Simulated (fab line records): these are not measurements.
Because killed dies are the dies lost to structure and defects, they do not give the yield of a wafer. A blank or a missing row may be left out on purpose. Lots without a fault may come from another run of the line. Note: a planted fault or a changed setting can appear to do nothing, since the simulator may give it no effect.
Which of the tools did it? || flow n5-finfet || Sampling: 24 lots, 72 wafers, 5 of 1938 route steps

== WHAT THE GAUGES READ, wafer by wafer ==
N5_BEOL_M2_CD_MEAS_18: pitch 36 nm, target cd 18 nm. Usual: cd-nm at 18.10 nm, with a standard deviation of 0.27.
{"lot": "L074", "measured": "day 6 11:26", "on": "cd-sem-01", "cd-nm (nm)": "18.16 17.77 17.82", "flag": ""}
{"lot": "L075", "measured": "day 7 04:39", "on": "cd-sem-01", "cd-nm (nm)": "17.89 17.85 18.32", "flag": ""}
{"lot": "L076", "measured": "day 7 09:04", "on": "cd-sem-02", "cd-nm (nm)": "18.75 18.34 18.93", "flag": ""}
{"lot": "L077", "measured": "day 7 11:29", "on": "cd-sem-01", "cd-nm (nm)": "17.94 18.05 17.93", "flag": ""}
{"lot": "L078", "measured": "day 7 17:17", "on": "cd-sem-02", "cd-nm (nm)": "18.35 18.24 18.06", "flag": ""}
{"lot": "L079", "measured": "day 7 21:03", "on": "cd-sem-02", "cd-nm (nm)": "18.23 18.51 17.94", "flag": ""}
{"lot": "L080", "measured": "day 8 08:42", "on": "cd-sem-02", "cd-nm (nm)": "18.15 18.57 17.99", "flag": ""}
{"lot": "L082", "measured": "day 8 11:52", "on": "cd-sem-01", "cd-nm (nm)": "18.38 17.86 18.36", "flag": ""}
{"lot": "L081", "measured": "day 8 14:28", "on": "cd-sem-01", "cd-nm (nm)": "18.19 18.20 18.34", "flag": ""}
{"lot": "L083", "measured": "day 8 16:05", "on": "cd-sem-02", "cd-nm (nm)": "17.85 18.08 18.14", "flag": ""}
{"lot": "L084", "measured": "day 9 03:19", "on": "cd-sem-02", "cd-nm (nm)": "18.51 18.39 18.29", "flag": ""}
{"lot": "L085", "measured": "day 9 10:28", "on": "cd-sem-01", "cd-nm (nm)": "17.58 18.13 17.61", "flag": ""}
{"lot": "L086", "measured": "day 9 20:04", "on": "cd-sem-01", "cd-nm (nm)": "17.94 18.14 17.66", "flag": ""}
{"lot": "L087", "measured": "day 9 20:37", "on": "cd-sem-02", "cd-nm (nm)": "18.18 18.38 18.30", "flag": ""}
{"lot": "L088", "measured": "day 10 05:35", "on": "cd-sem-01", "cd-nm (nm)": "17.86 17.35 18.16", "flag": ""}
{"lot": "L089", "measured": "day 10 08:52", "on": "cd-sem-02", "cd-nm (nm)": "18.13 18.75 17.88", "flag": ""}
{"lot": "L090", "measured": "day 10 14:37", "on": "cd-sem-02", "cd-nm (nm)": "17.97 18.13 18.05", "flag": ""}
{"lot": "L091", "measured": "day 10 18:53", "on": "cd-sem-02", "cd-nm (nm)": "17.99 18.10 17.95", "flag": ""}
{"lot": "L092", "measured": "day 11 06:23", "on": "cd-sem-03", "cd-nm (nm)": "18.12 18.11 18.68", "flag": ""}
{"lot": "L094", "measured": "day 11 08:31", "on": "cd-sem-03", "cd-nm (nm)": "18.15 18.00 18.06", "flag": ""}
{"lot": "L093", "measured": "day 11 09:38", "on": "cd-sem-02", "cd-nm (nm)": "18.27 17.90 17.71", "flag": ""}
{"lot": "L095", "measured": "day 11 15:17", "on": "cd-sem-02", "cd-nm (nm)": "17.88 17.78 18.21", "flag": ""}
{"lot": "L096", "measured": "day 12 00:40", "on": "cd-sem-02", "cd-nm (nm)": "18.05 17.53 18.04", "flag": ""}
{"lot": "L097", "measured": "day 12 14:58", "on": "cd-sem-03", "cd-nm (nm)": "18.08 17.57 17.72", "flag": ""}

N5_BEOL_M2_INSPECT_59: inspects for defects (darkfield). Usual: raw-defect-count at 67, with a standard deviation of 24.
{"lot": "L074", "measured": "day 6 19:59", "on": "defect-inspect-02", "raw-defect-count": "37 72 57", "flag": ""}
{"lot": "L075", "measured": "day 7 11:15", "on": "defect-inspect-01", "raw-defect-count": "60 69 70", "flag": ""}
{"lot": "L076", "measured": "day 7 14:43", "on": "defect-inspect-02", "raw-defect-count": "68 52 60", "flag": ""}
{"lot": "L077", "measured": "day 7 17:29", "on": "defect-inspect-01", "raw-defect-count": "61 48 48", "flag": ""}
{"lot": "L078", "measured": "day 7 23:49", "on": "defect-inspect-01", "raw-defect-count": "32 50 45", "flag": ""}
{"lot": "L079", "measured": "day 8 07:55", "on": "defect-inspect-02", "raw-defect-count": "75 44 63", "flag": ""}
{"lot": "L080", "measured": "day 8 14:35", "on": "defect-inspect-02", "raw-defect-count": "94 132 85", "flag": ""}
{"lot": "L082", "measured": "day 8 18:16", "on": "defect-inspect-02", "raw-defect-count": "98 71 118", "flag": ""}
{"lot": "L081", "measured": "day 8 20:19", "on": "defect-inspect-02", "raw-defect-count": "59 36 53", "flag": ""}
{"lot": "L083", "measured": "day 8 23:29", "on": "defect-inspect-01", "raw-defect-count": "109 59 59", "flag": ""}
{"lot": "L084", "measured": "day 9 12:23", "on": "defect-inspect-01", "raw-defect-count": "117 60 62", "flag": ""}
{"lot": "L085", "measured": "day 9 17:17", "on": "defect-inspect-02", "raw-defect-count": "22 44 52", "flag": ""}
{"lot": "L086", "measured": "day 10 04:31", "on": "defect-inspect-02", "raw-defect-count": "96 59 87", "flag": ""}
{"lot": "L087", "measured": "day 10 05:23", "on": "defect-inspect-02", "raw-defect-count": "37 80 23", "flag": ""}
{"lot": "L088", "measured": "day 10 15:53", "on": "defect-inspect-01", "raw-defect-count": "35 64 83", "flag": ""}
{"lot": "L089", "measured": "day 10 15:40", "on": "defect-inspect-01", "raw-defect-count": "65 70 79", "flag": ""}
{"lot": "L090", "measured": "day 10 20:58", "on": "defect-inspect-02", "raw-defect-count": "87 71 57", "flag": ""}
{"lot": "L091", "measured": "day 11 00:46", "on": "defect-inspect-01", "raw-defect-count": "30 49 57", "flag": ""}
{"lot": "L092", "measured": "day 11 13:18", "on": "defect-inspect-01", "raw-defect-count": "101 117 95", "flag": ""}
{"lot": "L094", "measured": "day 11 18:02", "on": "defect-inspect-01", "raw-defect-count": "62 54 62", "flag": ""}
{"lot": "L093", "measured": "day 11 21:37", "on": "defect-inspect-02", "raw-defect-count": "66 24 44", "flag": ""}
{"lot": "L095", "measured": "day 12 02:55", "on": "defect-inspect-02", "raw-defect-count": "58 79 93", "flag": ""}
{"lot": "L096", "measured": "day 12 07:32", "on": "defect-inspect-01", "raw-defect-count": "61 45 41", "flag": ""}
{"lot": "L097", "measured": "day 12 22:14", "on": "defect-inspect-01", "raw-defect-count": "80 121 88", "flag": ""}

N5_BEOL_M3_OVL_MEAS_12. Usual: M3_OVL typically reads 0.0 nm, with standard deviation 0.74.
{"lot": "L074", "measured": "day 6 21:02", "on": "overlay-02", "M3_OVL (nm)": "0.6 0.9 0.9", "flag": ""}
{"lot": "L075", "measured": "day 7 12:01", "on": "overlay-02", "M3_OVL (nm)": "-0.3 -0.1 0.0", "flag": ""}
{"lot": "L076", "measured": "day 7 16:41", "on": "overlay-02", "M3_OVL (nm)": "-0.4 0.1 0.3", "flag": ""}
{"lot": "L077", "measured": "day 7 20:22", "on": "overlay-01", "M3_OVL (nm)": "-0.5 -0.6 -0.4", "flag": ""}
{"lot": "L078", "measured": "day 8 01:10", "on": "overlay-01", "M3_OVL (nm)": "-1.4 -1.5 -1.3", "flag": ""}
{"lot": "L079", "measured": "day 8 09:02", "on": "overlay-02", "M3_OVL (nm)": "0.7 -0.4 0.4", "flag": ""}
{"lot": "L080", "measured": "day 8 16:28", "on": "overlay-02", "M3_OVL (nm)": "0.4 1.5 1.2", "flag": ""}
{"lot": "L082", "measured": "day 8 19:55", "on": "overlay-02", "M3_OVL (nm)": "-0.7 -1.5 -1.4", "flag": ""}
{"lot": "L081", "measured": "day 8 22:59", "on": "overlay-01", "M3_OVL (nm)": "0.5 0.0 0.1", "flag": ""}
{"lot": "L083", "measured": "day 9 00:07", "on": "overlay-02", "M3_OVL (nm)": "-0.1 0.0 -0.2", "flag": ""}
{"lot": "L084", "measured": "day 9 13:42", "on": "overlay-02", "M3_OVL (nm)": "-1.0 0.5 -0.1", "flag": ""}
{"lot": "L085", "measured": "day 9 19:25", "on": "overlay-02", "M3_OVL (nm)": "-0.3 -0.3 -0.1", "flag": ""}
{"lot": "L086", "measured": "day 10 06:53", "on": "overlay-01", "M3_OVL (nm)": "0.3 0.6 0.3", "flag": ""}
{"lot": "L087", "measured": "day 10 07:03", "on": "overlay-01", "M3_OVL (nm)": "-0.2 -1.2 -0.5", "flag": ""}
{"lot": "L088", "measured": "day 10 17:40", "on": "overlay-02", "M3_OVL (nm)": "-1.2 -1.0 -1.3", "flag": ""}
{"lot": "L089", "measured": "day 10 16:22", "on": "overlay-02", "M3_OVL (nm)": "-0.6 0.0 -0.3", "flag": ""}
{"lot": "L090", "measured": "day 10 21:57", "on": "overlay-02", "M3_OVL (nm)": "-0.1 0.8 0.5", "flag": ""}
{"lot": "L091", "measured": "day 11 02:51", "on": "overlay-01", "M3_OVL (nm)": "0.4 0.1 -0.3", "flag": ""}
{"lot": "L092", "measured": "day 11 14:32", "on": "overlay-01", "M3_OVL (nm)": "0.3 -0.6 -0.2", "flag": ""}
{"lot": "L094", "measured": "day 11 21:02", "on": "overlay-01", "M3_OVL (nm)": "0.5 1.5 0.4", "flag": ""}
{"lot": "L093", "measured": "day 11 22:34", "on": "overlay-02", "M3_OVL (nm)": "-0.1 -0.2 0.1", "flag": ""}
{"lot": "L095", "measured": "day 12 04:24", "on": "overlay-02", "M3_OVL (nm)": "1.2 0.7 -0.3", "flag": ""}
{"lot": "L096", "measured": "day 12 08:16", "on": "overlay-01", "M3_OVL (nm)": "-1.6 -0.7 -0.8", "flag": ""}
{"lot": "L097", "measured": "day 12 23:58", "on": "overlay-02", "M3_OVL (nm)": "0.1 1.1 0.7", "flag": ""}

== EACH LOT AND THE TOOL THAT RAN IT (in order: tool; ch and the chambers of the sampled wafers; start) ==
{"lot": "L074", "N5_BEOL_M2_DESCUM_33": "rie-diel-04 ch 1,2,3, day 6 11:53", "N5_BEOL_M2_PRE_CLEAN_60": "cvd-co-01 ch 0,2, day 6 19:44"}
{"lot": "L075", "N5_BEOL_M2_DESCUM_33": "rie-diel-04 ch 0,2,3, day 7 05:16", "N5_BEOL_M2_PRE_CLEAN_60": "cvd-co-01 ch 0,2, day 7 11:00"}
{"lot": "L076", "N5_BEOL_M2_DESCUM_33": "rie-diel-04 ch 0,1,3, day 7 09:30", "N5_BEOL_M2_PRE_CLEAN_60": "cvd-co-01 ch 0,1,2, day 7 14:28"}
{"lot": "L077", "N5_BEOL_M2_DESCUM_33": "rie-diel-05 ch 0,1, day 7 12:03", "N5_BEOL_M2_PRE_CLEAN_60": "cvd-co-01 ch 0,2, day 7 17:13"}
{"lot": "L078", "N5_BEOL_M2_DESCUM_33": "rie-diel-04 ch 0,2, day 7 17:45", "N5_BEOL_M2_PRE_CLEAN_60": "cvd-co-01 ch 0,1, day 7 23:34"}
{"lot": "L079", "N5_BEOL_M2_DESCUM_33": "rie-diel-05 ch 1,2,3, day 7 21:37", "N5_BEOL_M2_PRE_CLEAN_60": "cvd-co-02 ch 0,1, day 8 07:38"}
{"lot": "L080", "N5_BEOL_M2_DESCUM_33": "rie-diel-04 ch 1,3, day 8 09:09", "N5_BEOL_M2_PRE_CLEAN_60": "cvd-co-02 ch 1,2, day 8 14:20"}
{"lot": "L082", "N5_BEOL_M2_DESCUM_33": "rie-diel-05 ch 2,3, day 8 12:19", "N5_BEOL_M2_PRE_CLEAN_60": "cvd-co-02 ch 1,2, day 8 17:55"}
{"lot": "L081", "N5_BEOL_M2_DESCUM_33": "rie-diel-04 ch 0,1, day 8 15:02", "N5_BEOL_M2_PRE_CLEAN_60": "cvd-co-01 ch 0,1,2, day 8 20:04"}
{"lot": "L083", "N5_BEOL_M2_DESCUM_33": "rie-diel-04 ch 0,1,3, day 8 16:40", "N5_BEOL_M2_PRE_CLEAN_60": "cvd-co-02 ch 1,2, day 8 23:11"}
{"lot": "L084", "N5_BEOL_M2_DESCUM_33": "rie-diel-05 ch 1,2,3, day 9 04:16", "N5_BEOL_M2_PRE_CLEAN_60": "cvd-co-01 ch 0,2, day 9 12:07"}
{"lot": "L085", "N5_BEOL_M2_DESCUM_33": "rie-diel-04 ch 0,1, day 9 11:08", "N5_BEOL_M2_PRE_CLEAN_60": "cvd-co-02 ch 0,1, day 9 17:01"}
{"lot": "L086", "N5_BEOL_M2_DESCUM_33": "rie-diel-04 ch 0,1,3, day 9 20:55", "N5_BEOL_M2_PRE_CLEAN_60": "cvd-co-02 ch 0,1,2, day 10 04:17"}
{"lot": "L087", "N5_BEOL_M2_DESCUM_33": "rie-diel-05 ch 0,1,2, day 9 21:05", "N5_BEOL_M2_PRE_CLEAN_60": "cvd-co-02 ch 1,2, day 10 05:08"}
{"lot": "L088", "N5_BEOL_M2_DESCUM_33": "rie-diel-01 ch 1,2, day 10 06:20", "N5_BEOL_M2_PRE_CLEAN_60": "cvd-co-02 ch 0,1,2, day 10 15:39"}
{"lot": "L089", "N5_BEOL_M2_DESCUM_33": "rie-diel-04 ch 0,2,3, day 10 09:40", "N5_BEOL_M2_PRE_CLEAN_60": "cvd-co-01 ch 0,1, day 10 15:25"}
{"lot": "L090", "N5_BEOL_M2_DESCUM_33": "rie-diel-04 ch 2,3, day 10 15:07", "N5_BEOL_M2_PRE_CLEAN_60": "cvd-co-02 ch 1,2, day 10 20:43"}
{"lot": "L091", "N5_BEOL_M2_DESCUM_33": "rie-diel-04 ch 2,3, day 10 19:20", "N5_BEOL_M2_PRE_CLEAN_60": "cvd-co-02 ch 0,1, day 11 00:31"}
{"lot": "L092", "N5_BEOL_M2_DESCUM_33": "rie-diel-01 ch 0,2,3, day 11 06:58", "N5_BEOL_M2_PRE_CLEAN_60": "cvd-co-01 ch 0,2, day 11 13:03"}
{"lot": "L094", "N5_BEOL_M2_DESCUM_33": "rie-diel-04 ch 1,2,3, day 11 09:04", "N5_BEOL_M2_PRE_CLEAN_60": "cvd-co-02 ch 0,1, day 11 17:44"}
{"lot": "L093", "N5_BEOL_M2_DESCUM_33": "rie-diel-05 ch 0,2,3, day 11 10:15", "N5_BEOL_M2_PRE_CLEAN_60": "cvd-co-02 ch 0,1, day 11 21:19"}
{"lot": "L095", "N5_BEOL_M2_DESCUM_33": "rie-diel-01 ch 1,3, day 11 15:43", "N5_BEOL_M2_PRE_CLEAN_60": "cvd-co-02 ch 0,1, day 12 02:37"}
{"lot": "L096", "N5_BEOL_M2_DESCUM_33": "rie-diel-01 ch 2,3, day 12 01:14", "N5_BEOL_M2_PRE_CLEAN_60": "cvd-co-02 ch 0,1,2, day 12 07:18"}
{"lot": "L097", "N5_BEOL_M2_DESCUM_33": "rie-diel-05 ch 0,1,3, day 12 15:33", "N5_BEOL_M2_PRE_CLEAN_60": "cvd-co-01 ch 0,1,2, day 12 21:59"}
- N5_BEOL_M2_DESCUM_33: chemistry O2, time 7 s.
- N5_BEOL_M2_PRE_CLEAN_60: time 15 s.

== WHAT THE TOOLS THEMSELVES READ (means of the sampled wafers that have a number; where no wafer has one, the mark that the record gives instead) ==
N5_BEOL_M2_DESCUM_33. Usual: drypump-motor-current-A 5.9 A, standard deviation 0.46; oes-product-au 0.77 a.u., standard deviation 0.072; rf-vpp-V 243.3 V, standard deviation 1.3; showerhead-plenum-p-Torr 2.10 Torr, standard deviation 0.068; throttle-valve-pct 20.38 %, standard deviation 0.24.
{"lot": "L074", "tool": "rie-diel-04", "drypump-motor-current-A (A)": 5.7, "oes-product-au (a.u.)": 0.74, "rf-vpp-V (V)": 243.9, "showerhead-plenum-p-Torr (Torr)": 2.14, "throttle-valve-pct (%)": 20.31, "flag": ""}
{"lot": "L075", "tool": "rie-diel-04", "drypump-motor-current-A (A)": 6.0, "oes-product-au (a.u.)": 0.71, "rf-vpp-V (V)": 243.8, "showerhead-plenum-p-Torr (Torr)": 2.10, "throttle-valve-pct (%)": 20.19, "flag": ""}
{"lot": "L076", "tool": "rie-diel-04", "drypump-motor-current-A (A)": 6.0, "oes-product-au (a.u.)": 0.74, "rf-vpp-V (V)": 242.0, "showerhead-plenum-p-Torr (Torr)": 2.08, "throttle-valve-pct (%)": 20.33, "flag": ""}
{"lot": "L077", "tool": "rie-diel-05", "drypump-motor-current-A (A)": 5.8, "oes-product-au (a.u.)": 0.79, "rf-vpp-V (V)": 243.3, "showerhead-plenum-p-Torr (Torr)": 2.07, "throttle-valve-pct (%)": 20.30, "flag": ""}
{"lot": "L078", "tool": "rie-diel-04", "drypump-motor-current-A (A)": 6.0, "oes-product-au (a.u.)": 0.69, "rf-vpp-V (V)": 242.4, "showerhead-plenum-p-Torr (Torr)": 2.09, "throttle-valve-pct (%)": 20.21, "flag": ""}
{"lot": "L079", "tool": "rie-diel-05", "drypump-motor-current-A (A)": 6.1, "oes-product-au (a.u.)": 0.75, "rf-vpp-V (V)": 243.7, "showerhead-plenum-p-Torr (Torr)": 2.15, "throttle-valve-pct (%)": 20.49, "flag": ""}
{"lot": "L080", "tool": "rie-diel-04", "drypump-motor-current-A (A)": 5.7, "oes-product-au (a.u.)": 0.76, "rf-vpp-V (V)": 243.5, "showerhead-plenum-p-Torr (Torr)": 2.12, "throttle-valve-pct (%)": 20.48, "flag": ""}
{"lot": "L082", "tool": "rie-diel-05", "drypump-motor-current-A (A)": 6.3, "oes-product-au (a.u.)": 0.78, "rf-vpp-V (V)": 243.8, "showerhead-plenum-p-Torr (Torr)": 2.13, "throttle-valve-pct (%)": 20.46, "flag": ""}
{"lot": "L081", "tool": "rie-diel-04", "drypump-motor-current-A (A)": 6.0, "oes-product-au (a.u.)": 0.75, "rf-vpp-V (V)": 243.2, "showerhead-plenum-p-Torr (Torr)": 2.05, "throttle-valve-pct (%)": 20.51, "flag": ""}
{"lot": "L083", "tool": "rie-diel-04", "drypump-motor-current-A (A)": 6.0, "oes-product-au (a.u.)": 0.73, "rf-vpp-V (V)": 243.2, "showerhead-plenum-p-Torr (Torr)": 2.08, "throttle-valve-pct (%)": 20.36, "flag": ""}
{"lot": "L084", "tool": "rie-diel-05", "drypump-motor-current-A (A)": 6.2, "oes-product-au (a.u.)": 0.84, "rf-vpp-V (V)": 244.8, "showerhead-plenum-p-Torr (Torr)": 2.15, "throttle-valve-pct (%)": 20.38, "flag": ""}
{"lot": "L085", "tool": "rie-diel-04", "drypump-motor-current-A (A)": 6.3, "oes-product-au (a.u.)": 0.72, "rf-vpp-V (V)": 242.9, "showerhead-plenum-p-Torr (Torr)": 2.02, "throttle-valve-pct (%)": 20.40, "flag": ""}
{"lot": "L086", "tool": "rie-diel-04", "drypump-motor-current-A (A)": 6.0, "oes-product-au (a.u.)": 0.72, "rf-vpp-V (V)": 243.7, "showerhead-plenum-p-Torr (Torr)": 2.08, "throttle-valve-pct (%)": 20.38, "flag": ""}
{"lot": "L087", "tool": "rie-diel-05", "drypump-motor-current-A (A)": 6.1, "oes-product-au (a.u.)": 0.84, "rf-vpp-V (V)": 242.8, "showerhead-plenum-p-Torr (Torr)": 2.09, "throttle-valve-pct (%)": 20.27, "flag": ""}
{"lot": "L088", "tool": "rie-diel-01", "drypump-motor-current-A (A)": 6.6, "oes-product-au (a.u.)": 0.74, "rf-vpp-V (V)": 243.3, "showerhead-plenum-p-Torr (Torr)": 2.10, "throttle-valve-pct (%)": 20.60, "flag": ""}
{"lot": "L089", "tool": "rie-diel-04", "drypump-motor-current-A (A)": 6.0, "oes-product-au (a.u.)": 0.77, "rf-vpp-V (V)": 242.3, "showerhead-plenum-p-Torr (Torr)": 2.09, "throttle-valve-pct (%)": 20.15, "flag": ""}
{"lot": "L090", "tool": "rie-diel-04", "drypump-motor-current-A (A)": 5.7, "oes-product-au (a.u.)": 0.77, "rf-vpp-V (V)": 244.4, "showerhead-plenum-p-Torr (Torr)": 2.15, "throttle-valve-pct (%)": 20.12, "flag": ""}
{"lot": "L091", "tool": "rie-diel-04", "drypump-motor-current-A (A)": 5.7, "oes-product-au (a.u.)": 0.83, "rf-vpp-V (V)": 244.7, "showerhead-plenum-p-Torr (Torr)": 2.15, "throttle-valve-pct (%)": 20.03, "flag": ""}
{"lot": "L092", "tool": "rie-diel-01", "drypump-motor-current-A (A)": 5.7, "oes-product-au (a.u.)": 0.75, "rf-vpp-V (V)": 242.2, "showerhead-plenum-p-Torr (Torr)": 2.06, "throttle-valve-pct (%)": 20.56, "flag": ""}
{"lot": "L094", "tool": "rie-diel-04", "drypump-motor-current-A (A)": 5.7, "oes-product-au (a.u.)": 0.78, "rf-vpp-V (V)": 244.5, "showerhead-plenum-p-Torr (Torr)": 2.12, "throttle-valve-pct (%)": 20.29, "flag": ""}
{"lot": "L093", "tool": "rie-diel-05", "drypump-motor-current-A (A)": 5.9, "oes-product-au (a.u.)": 0.77, "rf-vpp-V (V)": 243.6, "showerhead-plenum-p-Torr (Torr)": 2.09, "throttle-valve-pct (%)": 20.44, "flag": ""}
{"lot": "L095", "tool": "rie-diel-01", "drypump-motor-current-A (A)": 6.1, "oes-product-au (a.u.)": 0.78, "rf-vpp-V (V)": 242.5, "showerhead-plenum-p-Torr (Torr)": 2.08, "throttle-valve-pct (%)": 20.73, "flag": ""}
{"lot": "L096", "tool": "rie-diel-01", "drypump-motor-current-A (A)": 5.6, "oes-product-au (a.u.)": 0.70, "rf-vpp-V (V)": 241.9, "showerhead-plenum-p-Torr (Torr)": 2.01, "throttle-valve-pct (%)": 20.52, "flag": ""}
{"lot": "L097", "tool": "rie-diel-05", "drypump-motor-current-A (A)": 5.8, "oes-product-au (a.u.)": 0.81, "rf-vpp-V (V)": 243.5, "showerhead-plenum-p-Torr (Torr)": 2.11, "throttle-valve-pct (%)": 20.35, "flag": ""}

N5_BEOL_M2_PRE_CLEAN_60. Usual: heater-power-w at 100 W, with a standard deviation of 31.
{"lot": "L074", "tool": "cvd-co-01", "heater-power-w (W)": 84, "flag": ""}
{"lot": "L075", "tool": "cvd-co-01", "heater-power-w (W)": 85, "flag": ""}
{"lot": "L076", "tool": "cvd-co-01", "heater-power-w (W)": 83, "flag": ""}
{"lot": "L077", "tool": "cvd-co-01", "heater-power-w (W)": 84, "flag": ""}
{"lot": "L078", "tool": "cvd-co-01", "heater-power-w (W)": 98, "flag": ""}
{"lot": "L079", "tool": "cvd-co-02", "heater-power-w (W)": 133, "flag": ""}
{"lot": "L080", "tool": "cvd-co-02", "heater-power-w (W)": 127, "flag": ""}
{"lot": "L082", "tool": "cvd-co-02", "heater-power-w (W)": 99, "flag": ""}
{"lot": "L081", "tool": "cvd-co-01", "heater-power-w (W)": 84, "flag": ""}
{"lot": "L083", "tool": "cvd-co-02", "heater-power-w (W)": 101, "flag": ""}
{"lot": "L084", "tool": "cvd-co-01", "heater-power-w (W)": 83, "flag": ""}
{"lot": "L085", "tool": "cvd-co-02", "heater-power-w (W)": 131, "flag": ""}
{"lot": "L086", "tool": "cvd-co-02", "heater-power-w (W)": 107, "flag": ""}
{"lot": "L087", "tool": "cvd-co-02", "heater-power-w (W)": 103, "flag": ""}
{"lot": "L088", "tool": "cvd-co-02", "heater-power-w (W)": 110, "flag": ""}
{"lot": "L089", "tool": "cvd-co-01", "heater-power-w (W)": 97, "flag": ""}
{"lot": "L090", "tool": "cvd-co-02", "heater-power-w (W)": 127, "flag": ""}
{"lot": "L091", "tool": "cvd-co-02", "heater-power-w (W)": 115, "flag": ""}
{"lot": "L092", "tool": "cvd-co-01", "heater-power-w (W)": 84, "flag": ""}
{"lot": "L094", "tool": "cvd-co-02", "heater-power-w (W)": 115, "flag": ""}
{"lot": "L093", "tool": "cvd-co-02", "heater-power-w (W)": 115, "flag": ""}
{"lot": "L095", "tool": "cvd-co-02", "heater-power-w (W)": 116, "flag": ""}
{"lot": "L096", "tool": "cvd-co-02", "heater-power-w (W)": 109, "flag": ""}
{"lot": "L097", "tool": "cvd-co-01", "heater-power-w (W)": 85, "flag": ""}

== THE ANSWER, worked out from the rows above alone ==
Rule: take the mean of a lot's wafers that have a number; if it is more than 3 standard deviations from the usual mean, the lot is off. A lot without any number at a reading at which 4 lots or more have one is off too. Where the step has rows for the other lots, those lots are counted as sound. After the gauges, taken in route order, come the tools' own readings; for these a lot's mean is taken, as printed above. At the first step where some lot is off, the reading lying furthest off is the one used; lots without a number count as furthest.
No lot is off at any reading shown: from this, nothing can be told.

== WHAT THE SIMULATOR PUT IN ==
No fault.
